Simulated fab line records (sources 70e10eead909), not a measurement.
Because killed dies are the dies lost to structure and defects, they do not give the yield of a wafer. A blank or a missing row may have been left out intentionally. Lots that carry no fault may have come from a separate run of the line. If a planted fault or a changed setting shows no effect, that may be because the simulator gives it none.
What tool caused it? || flow nand_harc || 39 wafers from 13 lots sampled at 6 of the route's 1302 steps

== WHAT EACH GAUGE READ, for each wafer ==
NHARC_P_GATE_OVL_MEAS_27. Usual: overlay_x_nm 0.2 nm, standard deviation 0.88; overlay_y_nm 0.2 nm, standard deviation 0.91.
{"lot": "L426", "measured": "day 5 13:05", "on": "overlay-01", "overlay_x_nm (nm)": "-0.7 -0.9 -0.6", "overlay_y_nm (nm)": "0.3 1.0 0.2", "flag": ""}
{"lot": "L428", "measured": "day 6 05:13", "on": "overlay-02", "overlay_x_nm (nm)": "0.4 0.2 0.0", "overlay_y_nm (nm)": "-1.3 -1.1 -1.5", "flag": ""}
{"lot": "L430", "measured": "day 7 10:57", "on": "overlay-02", "overlay_x_nm (nm)": "0.8 0.6 0.6", "overlay_y_nm (nm)": "-0.7 -0.2 -0.4", "flag": ""}
{"lot": "L431", "measured": "day 7 14:28", "on": "overlay-01", "overlay_x_nm (nm)": "0.7 1.0 1.2", "overlay_y_nm (nm)": "1.0 0.4 0.8", "flag": ""}
{"lot": "L432", "measured": "day 7 21:46", "on": "overlay-01", "overlay_x_nm (nm)": "0.8 0.7 1.0", "overlay_y_nm (nm)": "1.0 1.2 1.0", "flag": ""}
{"lot": "L435", "measured": "day 9 07:16", "on": "overlay-01", "overlay_x_nm (nm)": "1.4 1.2 1.6", "overlay_y_nm (nm)": "0.3 0.3 -0.1", "flag": ""}
{"lot": "L442", "measured": "day 12 02:14", "on": "overlay-01", "overlay_x_nm (nm)": "-0.1 -0.2 -0.4", "overlay_y_nm (nm)": "0.9 0.7 1.2", "flag": ""}
{"lot": "L443", "measured": "day 12 13:13", "on": "overlay-01", "overlay_x_nm (nm)": "-1.3 -1.0 -1.1", "overlay_y_nm (nm)": "0.9 1.5 1.5", "flag": ""}
{"lot": "L444", "measured": "day 12 21:20", "on": "overlay-01", "overlay_x_nm (nm)": "0.7 0.5 0.6", "overlay_y_nm (nm)": "0.0 0.0 0.3", "flag": ""}
{"lot": "L445", "measured": "day 13 07:17", "on": "overlay-02", "overlay_x_nm (nm)": "-1.2 -0.5 -0.9", "overlay_y_nm (nm)": "-1.0 -0.8 -1.2", "flag": ""}
{"lot": "L446", "measured": "day 13 16:47", "on": "overlay-02", "overlay_x_nm (nm)": "1.4 1.2 1.5", "overlay_y_nm (nm)": "1.4 1.3 1.2", "flag": ""}
{"lot": "L447", "measured": "day 14 03:18", "on": "overlay-01", "overlay_x_nm (nm)": "-1.7 -1.6 -1.1", "overlay_y_nm (nm)": "-0.9 -0.3 -0.8", "flag": ""}
{"lot": "L448", "measured": "day 14 16:43", "on": "overlay-01", "overlay_x_nm (nm)": "-0.9 -1.3 -1.4", "overlay_y_nm (nm)": "-0.5 -0.4 -0.1", "flag": ""}

NHARC_P_GATE_INSPECT_28. Usual: raw_defect_count 6, standard deviation 3.1.
{"lot": "L426", "measured": "day 5 13:08", "on": "defect_inspect-02", "raw_defect_count": "3 7 10", "flag": ""}
{"lot": "L428", "measured": "day 6 05:14", "on": "defect_inspect-02", "raw_defect_count": "11 6 9", "flag": ""}
{"lot": "L430", "measured": "day 7 10:59", "on": "defect_inspect-01", "raw_defect_count": "3 5 2", "flag": ""}
{"lot": "L431", "measured": "day 7 14:30", "on": "defect_inspect-02", "raw_defect_count": "5 5 4", "flag": ""}
{"lot": "L432", "measured": "day 7 21:47", "on": "defect_inspect-01", "raw_defect_count": "41 49 44", "flag": "OFF"}
{"lot": "L435", "measured": "day 9 07:18", "on": "defect_inspect-01", "raw_defect_count": "40 32 45", "flag": "OFF"}
{"lot": "L442", "measured": "day 12 02:16", "on": "defect_inspect-02", "raw_defect_count": "3 3 5", "flag": ""}
{"lot": "L443", "measured": "day 12 13:15", "on": "defect_inspect-02", "raw_defect_count": "7 1 4", "flag": ""}
{"lot": "L444", "measured": "day 12 21:22", "on": "defect_inspect-02", "raw_defect_count": "9 7 12", "flag": ""}
{"lot": "L445", "measured": "day 13 07:19", "on": "defect_inspect-02", "raw_defect_count": "7 11 5", "flag": ""}
{"lot": "L446", "measured": "day 13 16:50", "on": "defect_inspect-02", "raw_defect_count": "8 10 5", "flag": ""}
{"lot": "L447", "measured": "day 14 03:20", "on": "defect_inspect-02", "raw_defect_count": "6 5 7", "flag": ""}
{"lot": "L448", "measured": "day 14 16:44", "on": "defect_inspect-01", "raw_defect_count": "6 6 9", "flag": ""}

NHARC_END_SORT_01. Usual: killed_at_array 46, standard deviation 16; killed_at_other 0.9, standard deviation 1.3; killed_at_periphery 4.1, standard deviation 3; killed_dies 51, standard deviation 17; killed_open 3.5, standard deviation 1.8; killed_short 2.5, standard deviation 1.8.
{"lot": "L432", "measured": "day 27 19:12", "on": "prober-02", "killed_at_array": "31 43 34", "killed_at_other": "0 0 0", "killed_at_periphery": "35 36 40", "killed_dies": "66 79 74", "killed_open": "0 5 1", "killed_short": "1 4 3", "flag": "OFF"}
{"lot": "L435", "measured": "day 28 20:07", "on": "prober-01", "killed_at_array": "47 59 51", "killed_at_other": "1 3 1", "killed_at_periphery": "30 28 36", "killed_dies": "78 90 88", "killed_open": "0 3 4", "killed_short": "2 2 1", "flag": "OFF"}

== EACH LOT AND THE TOOL THAT RAN IT (in order: tool; ch and the chambers of the sampled wafers; start) ==
{"lot": "L426", "NHARC_P_GATE_OXIDE_02": "furnace-07 ch 0, day 4 17:44", "NHARC_P_GATE_DEP_103": "pecvd-04 ch 0, day 5 12:17", "NHARC_P_GATE_ALD_36": "ald_sin-04 ch 2,3, day 5 14:26"}
{"lot": "L428", "NHARC_P_GATE_OXIDE_02": "furnace-07 ch 0, day 5 08:04", "NHARC_P_GATE_DEP_103": "pecvd-04 ch 0,2, day 6 04:34", "NHARC_P_GATE_ALD_36": "ald_sin-04 ch 1,2,3, day 6 08:37"}
{"lot": "L430", "NHARC_P_GATE_OXIDE_02": "furnace-01 ch 0, day 6 15:01", "NHARC_P_GATE_DEP_103": "pecvd-04 ch 0,1,2, day 7 10:11", "NHARC_P_GATE_ALD_36": "ald_sin-03 ch 0,3, day 7 13:26"}
{"lot": "L431", "NHARC_P_GATE_OXIDE_02": "furnace-01 ch 0, day 6 15:01", "NHARC_P_GATE_DEP_103": "pecvd-03 ch 0,1,2, day 7 13:42", "NHARC_P_GATE_ALD_36": "ald_sin-04 ch 0,2,3, day 7 15:50"}
{"lot": "L432", "NHARC_P_GATE_OXIDE_02": "furnace-01 ch 0, day 7 02:21", "NHARC_P_GATE_DEP_103": "pecvd-01 ch 0,2, day 7 21:08", "NHARC_P_GATE_ALD_36": "ald_sin-02 ch 0,3, day 7 23:08"}
{"lot": "L435", "NHARC_P_GATE_OXIDE_02": "furnace-01 ch 0, day 8 11:27", "NHARC_P_GATE_DEP_103": "pecvd-03 ch 1,2, day 9 06:30", "NHARC_P_GATE_ALD_36": "ald_sin-02 ch 1,3, day 9 08:43"}
{"lot": "L442", "NHARC_P_GATE_OXIDE_02": "furnace-01 ch 0, day 11 05:12", "NHARC_P_GATE_DEP_103": "pecvd-04 ch 0,1,2, day 12 01:32", "NHARC_P_GATE_ALD_36": "ald_sin-03 ch 1,2,3, day 12 05:41"}
{"lot": "L443", "NHARC_P_GATE_OXIDE_02": "furnace-01 ch 0, day 11 13:52", "NHARC_P_GATE_DEP_103": "pecvd-03 ch 0,1, day 12 12:28", "NHARC_P_GATE_ALD_36": "ald_sin-04 ch 1,2,3, day 12 15:40"}
{"lot": "L444", "NHARC_P_GATE_OXIDE_02": "furnace-07 ch 0, day 11 23:33", "NHARC_P_GATE_DEP_103": "pecvd-01 ch 0,1,2, day 12 20:34", "NHARC_P_GATE_ALD_36": "ald_sin-02 ch 0,2,3, day 12 22:40"}
{"lot": "L445", "NHARC_P_GATE_OXIDE_02": "furnace-01 ch 0, day 12 10:01", "NHARC_P_GATE_DEP_103": "pecvd-03 ch 0,1, day 13 06:40", "NHARC_P_GATE_ALD_36": "ald_sin-03 ch 2,3, day 13 08:38"}
{"lot": "L446", "NHARC_P_GATE_OXIDE_02": "furnace-01 ch 0, day 12 19:11", "NHARC_P_GATE_DEP_103": "pecvd-04 ch 0,1,2, day 13 16:03", "NHARC_P_GATE_ALD_36": "ald_sin-04 ch 0,1,3, day 13 19:12"}
{"lot": "L447", "NHARC_P_GATE_OXIDE_02": "furnace-07 ch 0, day 13 07:26", "NHARC_P_GATE_DEP_103": "pecvd-04 ch 0,1,2, day 14 02:32", "NHARC_P_GATE_ALD_36": "ald_sin-02 ch 0,1, day 14 04:43"}
{"lot": "L448", "NHARC_P_GATE_OXIDE_02": "furnace-01 ch 0, day 13 21:10", "NHARC_P_GATE_DEP_103": "pecvd-01 ch 0,1,2, day 14 15:56", "NHARC_P_GATE_ALD_36": "ald_sin-03 ch 1,2, day 14 18:05"}
- NHARC_P_GATE_OXIDE_02: material SiO2, target thk 37.5 nm, ox time 365 s.
- NHARC_P_GATE_DEP_103: deposits SiON, target thk 30 nm.
- NHARC_P_GATE_ALD_36: deposits SiNx, target thk 20 nm, pulse time 60 s, ald cycles 223.

== WHAT THE TOOLS THEMSELVES READ (means of the sampled wafers that have a number; where no wafer has one, the mark that the record gives instead) ==
NHARC_P_GATE_OXIDE_02. Usual: zone_power_centre_pct 20.4 %, standard deviation 2.2.
{"lot": "L426", "tool": "furnace-07", "zone_power_centre_pct (%)": 17.9, "flag": ""}
{"lot": "L428", "tool": "furnace-07", "zone_power_centre_pct (%)": 17.9, "flag": ""}
{"lot": "L430", "tool": "furnace-01", "zone_power_centre_pct (%)": 21.2, "flag": ""}
{"lot": "L431", "tool": "furnace-01", "zone_power_centre_pct (%)": 21.3, "flag": ""}
{"lot": "L432", "tool": "furnace-01", "zone_power_centre_pct (%)": 21.0, "flag": ""}
{"lot": "L435", "tool": "furnace-01", "zone_power_centre_pct (%)": 21.0, "flag": ""}
{"lot": "L442", "tool": "furnace-01", "zone_power_centre_pct (%)": 21.2, "flag": ""}
{"lot": "L443", "tool": "furnace-01", "zone_power_centre_pct (%)": 21.1, "flag": ""}
{"lot": "L444", "tool": "furnace-07", "zone_power_centre_pct (%)": 17.9, "flag": ""}
{"lot": "L445", "tool": "furnace-01", "zone_power_centre_pct (%)": 21.2, "flag": ""}
{"lot": "L446", "tool": "furnace-01", "zone_power_centre_pct (%)": 21.1, "flag": ""}
{"lot": "L447", "tool": "furnace-07", "zone_power_centre_pct (%)": 17.9, "flag": ""}
{"lot": "L448", "tool": "furnace-01", "zone_power_centre_pct (%)": 21.1, "flag": ""}

NHARC_P_GATE_DEP_103. Usual: heater_power_w 727 W, standard deviation 80.
{"lot": "L426", "tool": "pecvd-04", "heater_power_w (W)": 662, "flag": ""}
{"lot": "L428", "tool": "pecvd-04", "heater_power_w (W)": 704, "flag": ""}
{"lot": "L430", "tool": "pecvd-04", "heater_power_w (W)": 719, "flag": ""}
{"lot": "L431", "tool": "pecvd-03", "heater_power_w (W)": 722, "flag": ""}
{"lot": "L432", "tool": "pecvd-01", "heater_power_w (W)": 825, "flag": ""}
{"lot": "L435", "tool": "pecvd-03", "heater_power_w (W)": 732, "flag": ""}
{"lot": "L442", "tool": "pecvd-04", "heater_power_w (W)": 674, "flag": ""}
{"lot": "L443", "tool": "pecvd-03", "heater_power_w (W)": 700, "flag": ""}
{"lot": "L444", "tool": "pecvd-01", "heater_power_w (W)": 780, "flag": ""}
{"lot": "L445", "tool": "pecvd-03", "heater_power_w (W)": 608, "flag": ""}
{"lot": "L446", "tool": "pecvd-04", "heater_power_w (W)": 686, "flag": ""}
{"lot": "L447", "tool": "pecvd-04", "heater_power_w (W)": 704, "flag": ""}
{"lot": "L448", "tool": "pecvd-01", "heater_power_w (W)": 819, "flag": ""}

NHARC_P_GATE_ALD_36. Usual: heater_power_w 847 W, standard deviation 100; precursor_pulse_height_rel 0.998, standard deviation 0.019.
{"lot": "L426", "tool": "ald_sin-04", "heater_power_w (W)": 805, "precursor_pulse_height_rel": 1.003, "flag": ""}
{"lot": "L428", "tool": "ald_sin-04", "heater_power_w (W)": 813, "precursor_pulse_height_rel": 0.995, "flag": ""}
{"lot": "L430", "tool": "ald_sin-03", "heater_power_w (W)": 864, "precursor_pulse_height_rel": 1.002, "flag": ""}
{"lot": "L431", "tool": "ald_sin-04", "heater_power_w (W)": 909, "precursor_pulse_height_rel": 1.007, "flag": ""}
{"lot": "L432", "tool": "ald_sin-02", "heater_power_w (W)": 773, "precursor_pulse_height_rel": 0.991, "flag": ""}
{"lot": "L435", "tool": "ald_sin-02", "heater_power_w (W)": 730, "precursor_pulse_height_rel": 0.986, "flag": ""}
{"lot": "L442", "tool": "ald_sin-03", "heater_power_w (W)": 887, "precursor_pulse_height_rel": 0.987, "flag": ""}
{"lot": "L443", "tool": "ald_sin-04", "heater_power_w (W)": 801, "precursor_pulse_height_rel": 1.011, "flag": ""}
{"lot": "L444", "tool": "ald_sin-02", "heater_power_w (W)": 791, "precursor_pulse_height_rel": 0.994, "flag": ""}
{"lot": "L445", "tool": "ald_sin-03", "heater_power_w (W)": 834, "precursor_pulse_height_rel": 1.013, "flag": ""}
{"lot": "L446", "tool": "ald_sin-04", "heater_power_w (W)": 862, "precursor_pulse_height_rel": 0.990, "flag": ""}
{"lot": "L447", "tool": "ald_sin-02", "heater_power_w (W)": 779, "precursor_pulse_height_rel": 1.003, "flag": ""}
{"lot": "L448", "tool": "ald_sin-03", "heater_power_w (W)": 912, "precursor_pulse_height_rel": 1.004, "flag": ""}

== THE ANSWER, worked out from the rows above alone ==
Rule: take the mean of a lot's wafers that have a number; if it is more than 3 standard deviations from the usual mean, the lot is off. Also off: a lot with no number at a reading for which 4 or more lots have one. All remaining lots with rows at the step are treated as sound. After the gauges, taken in route order, come the tools' own readings; for these a lot's mean is taken, as printed above. The first step at which some lot is off is used, and at that step the reading that is off furthest; a lot without a number counts as furthest.
Off, at NHARC_P_GATE_INSPECT_28 on raw_defect_count: L432, L435.
If a tool, at a process step before that reading, ran all the lots that are off and no sound lot after the first of them, it fits. The gauges at NHARC_P_GATE_INSPECT_28 aren't tried: what is off there is off at NHARC_END_SORT_01 too, on other tools, and a gauge's error can't cause that. Not one of the candidates tried fits.

== WHAT THE SIMULATOR PUT IN ==
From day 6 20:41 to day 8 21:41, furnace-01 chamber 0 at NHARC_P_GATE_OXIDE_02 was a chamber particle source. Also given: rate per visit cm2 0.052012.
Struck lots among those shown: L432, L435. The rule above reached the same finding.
